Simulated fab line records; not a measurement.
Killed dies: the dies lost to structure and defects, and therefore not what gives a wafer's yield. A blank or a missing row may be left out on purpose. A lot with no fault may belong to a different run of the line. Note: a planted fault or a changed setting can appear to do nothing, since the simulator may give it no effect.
What tool caused it? || flow n5_finfet || Sampling: 12 lots, 36 wafers, 3 of 1938 route steps

## WHAT THE GAUGES SHOWED, per wafer
N5_BEOL_M7_INSPECT_58: inspects for defects (darkfield).
{"lot": "L074", "measured": "day 9 08:05", "on": "defect_inspect-02", "raw_defect_count": "39 43 47"}
{"lot": "L077", "measured": "day 10 01:55", "on": "defect_inspect-02", "raw_defect_count": "71 41 47"}
{"lot": "L079", "measured": "day 10 06:28", "on": "defect_inspect-02", "raw_defect_count": "85 66 54"}
{"lot": "L081", "measured": "day 10 12:05", "on": "defect_inspect-01", "raw_defect_count": "49 100 64"}
{"lot": "L083", "measured": "day 11 01:11", "on": "defect_inspect-01", "raw_defect_count": "67 46 54"}
{"lot": "L085", "measured": "day 11 08:10", "on": "defect_inspect-02", "raw_defect_count": "64 107 88"}
{"lot": "L088", "measured": "day 15 00:37", "on": "defect_inspect-01", "raw_defect_count": "56 57 42"}
{"lot": "L093", "measured": "day 15 04:33", "on": "defect_inspect-02", "raw_defect_count": "77 63 40"}
{"lot": "L094", "measured": "day 15 12:17", "on": "defect_inspect-01", "raw_defect_count": "68 56 61"}
{"lot": "L091", "measured": "day 15 21:24", "on": "defect_inspect-02", "raw_defect_count": "71 76 44"}
{"lot": "L095", "measured": "day 16 01:46", "on": "defect_inspect-02", "raw_defect_count": "60 56 87"}
{"lot": "L092", "measured": "day 16 10:22", "on": "defect_inspect-02", "raw_defect_count": "66 65 105"}

## WHAT TOOL EACH LOT RAN ON (gives the tool, then ch and the chambers of the sampled wafers, and finally the start)
{"lot": "L074", "N5_BEOL_M7_SPUTTER_48": "pvd_sputter-02, day 9 06:48", "N5_BEOL_M7_CMP_52": "cmp-03 ch 0,1,3, day 9 07:22"}
{"lot": "L077", "N5_BEOL_M7_SPUTTER_48": "pvd_sputter-01, day 10 00:08", "N5_BEOL_M7_CMP_52": "cmp-03 ch 0,1,2, day 10 01:32"}
{"lot": "L079", "N5_BEOL_M7_SPUTTER_48": "pvd_sputter-02, day 10 05:02", "N5_BEOL_M7_CMP_52": "cmp-01 ch 0,2,3, day 10 06:02"}
{"lot": "L081", "N5_BEOL_M7_SPUTTER_48": "pvd_sputter-02, day 10 11:05", "N5_BEOL_M7_CMP_52": "cmp-01 ch 0,3, day 10 11:37"}
{"lot": "L083", "N5_BEOL_M7_SPUTTER_48": "pvd_sputter-03, day 11 00:10", "N5_BEOL_M7_CMP_52": "cmp-03 ch 1,2,3, day 11 00:46"}
{"lot": "L085", "N5_BEOL_M7_SPUTTER_48": "pvd_sputter-03, day 11 07:09", "N5_BEOL_M7_CMP_52": "cmp-03 ch 1,2,3, day 11 07:45"}
{"lot": "L088", "N5_BEOL_M7_SPUTTER_48": "pvd_sputter-01, day 14 23:40", "N5_BEOL_M7_CMP_52": "cmp-03 ch 0,1,2, day 15 00:12"}
{"lot": "L093", "N5_BEOL_M7_SPUTTER_48": "pvd_sputter-02, day 15 03:35", "N5_BEOL_M7_CMP_52": "cmp-02 ch 2,3, day 15 04:06"}
{"lot": "L094", "N5_BEOL_M7_SPUTTER_48": "pvd_sputter-01, day 15 11:01", "N5_BEOL_M7_CMP_52": "cmp-01 ch 1,3, day 15 11:50"}
{"lot": "L091", "N5_BEOL_M7_SPUTTER_48": "pvd_sputter-02, day 15 20:25", "N5_BEOL_M7_CMP_52": "cmp-03 ch 1,2, day 15 20:55"}
{"lot": "L095", "N5_BEOL_M7_SPUTTER_48": "pvd_sputter-01, day 16 00:46", "N5_BEOL_M7_CMP_52": "cmp-03 ch 0,1, day 16 01:19"}
{"lot": "L092", "N5_BEOL_M7_SPUTTER_48": "pvd_sputter-02, day 16 09:23", "N5_BEOL_M7_CMP_52": "cmp-02 ch 0,1,3, day 16 09:59"}
- N5_BEOL_M7_SPUTTER_48: material Cu, target thk 10 nm, time 1.667 s.
- N5_BEOL_M7_CMP_52: polishes, stops on SiCOH lowk, t overpolish 6.9 s, target thk 80 nm.

## THE ANSWER, worked out from the rows above alone
Rule: what is usual is taken from the lots themselves. The widest of any qualifying gaps counts: lots, ordered by their means at a reading, are off when they make up no more than a third of the lots, leave a main group of 4 or more, and stand apart from it by 3 or more times the standard deviation of that group's means. A main group whose means are all the same, to the digits that the tables above print for the reading, isn't used. Also off: a lot with no number at a reading for which 4 or more lots have one. All remaining lots with rows at the step are treated as sound.
Across all readings shown, no lot is off: no conclusion can be drawn from this.

## WHAT THE SIMULATOR HAD INSERTED
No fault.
